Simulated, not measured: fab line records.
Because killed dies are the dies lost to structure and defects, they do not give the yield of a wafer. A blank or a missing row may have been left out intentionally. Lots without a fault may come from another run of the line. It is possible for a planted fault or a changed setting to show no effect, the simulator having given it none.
Lot-split experiment + flow n5_finfet + 21 wafers read from 7 lots, route of 1938 steps

## THE SPLIT
At N5_BEOL_M14_ETCH_68 (etches SOC in N2/H2, time 450 s), the setting time_s was moved away from the recipe's 450 s on 11 of the 21 wafers read, by -9.8% to +22.2%. The other wafers ran this setting at the recipe's value.

The reading is taken at the split's own step.

## THE READING
SiARC_of_BEOL_M14_COAT_66.thk_nm (the simulator's own value, which no gauge read), in nm, at N5_BEOL_M14_ETCH_68 (etches SOC in N2/H2, time 450 s). There is no usual value for it anywhere in the file. Across the 10 wafers here that went through the recipe, the average is 65.3 nm and the standard deviation 0.99 nm.

| wafer  | tool, chamber at the split | time_s as run, s | against the recipe | SiARC_of_BEOL_M14_COAT_66.thk_nm, nm | against lot-mates on the recipe |
|--------|----------------------------|------------------|--------------------|--------------------------------------|---------------------------------|
| L080.2 | rie_diel-04, 1             | 484.3            | +7.6%              | 62                                   | -4.2                            |
| L080.3 | rie_diel-04, 0             | 450              | recipe             | 66                                   | -                               |
| L080.6 | rie_diel-04, 0             | 450              | recipe             | 66.4                                 | -                               |
| L084.1 | rie_diel-05, 0             | 450              | recipe             | 64.4                                 | -                               |
| L084.2 | rie_diel-05, 2             | 450              | recipe             | 65                                   | -                               |
| L084.4 | rie_diel-05, 1             | 450              | recipe             | 66                                   | -                               |
| L083.4 | rie_diel-03, 3             | 549.1            | +22.0%             | 54.2                                 | -10.4                           |
| L083.5 | rie_diel-03, 2             | 450              | recipe             | 64.6                                 | -                               |
| L083.6 | rie_diel-03, 3             | 549.1            | +22.0%             | 53.8                                 | -10.8                           |
| L085.1 | rie_diel-05, 2             | 520.3            | +15.6%             | 56.4                                 | no lot-mate on the recipe       |
| L085.3 | rie_diel-05, 0             | 520.3            | +15.6%             | 56                                   | no lot-mate on the recipe       |
| L085.4 | rie_diel-05, 3             | 520.3            | +15.6%             | 57.8                                 | no lot-mate on the recipe       |
| L086.1 | rie_diel-04, 3             | 450              | recipe             | 66                                   | -                               |
| L086.2 | rie_diel-04, 2             | 531.3            | +18.1%             | 56.6                                 | -9.4                            |
| L086.5 | rie_diel-04, 3             | 531.3            | +18.1%             | 58                                   | -8.0                            |
| L088.3 | rie_diel-04, 3             | 450              | recipe             | 66.4                                 | -                               |
| L088.4 | rie_diel-04, 0             | 405.7            | -9.8%              | 69                                   | +3.3                            |
| L088.6 | rie_diel-04, 2             | 450              | recipe             | 65                                   | -                               |
| L092.2 | rie_diel-05, 2             | 549.8            | +22.2%             | 53.4                                 | -9.8                            |
| L092.3 | rie_diel-05, 1             | 549.8            | +22.2%             | 52.4                                 | -10.8                           |
| L092.5 | rie_diel-05, 1             | 450              | recipe             | 63.2                                 | -                               |

THE FIT
A straight line over all 21 wafers: SiARC_of_BEOL_M14_COAT_66.thk_nm changes by -0.509 nm for each +1% of time_s; r = -0.98; the points scatter about the line by 1.1 nm.
The same after taking each lot's own level away (the mean of its wafers on the recipe; 18 wafers): -0.463 nm for each +1%; r = -0.99; scatter 0.6 nm.
That fit puts the effect of the largest move of time_s on the reading at 10 nm.
Measured against the standard deviation above, the lots' own levels, which go from 63.20 to 66.20 nm, span 3.0 times it.
So the lot-to-lot level changes the slope little: the two slopes agree.
Check: with one of the wafers moved furthest among these (+22.2%) left out of the fit, the line predicts -10.6 nm for it against its lot-mates. Against them it came out at -9.8 nm.

## THE OTHER SPLITS THESE WAFERS WENT THROUGH
Note: prior to the reading, these wafers also went through further splits. Each is held against what the fit with the lots' levels taken away leaves over:
| other split on the same wafers | wafers away from the commonest value | r with SiARC_of_BEOL_M14_COAT_66.thk_nm (lot level and that fit taken away) |
|--------------------------------|--------------------------------------|-----------------------------------------------------------------------------|
| N5_BEOL_M13_ETCH_68 time_s     | 9                                    | -0.25                                                                       |
| N5_BEOL_M13_SPUTTER_44 power_w | 9                                    | +0.00                                                                       |

## THE FILE'S OWN FIT
SiARC_of_BEOL_M14_COAT_66.thk_nm changes by -0.469 nm for each +1% of time_s, r = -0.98.
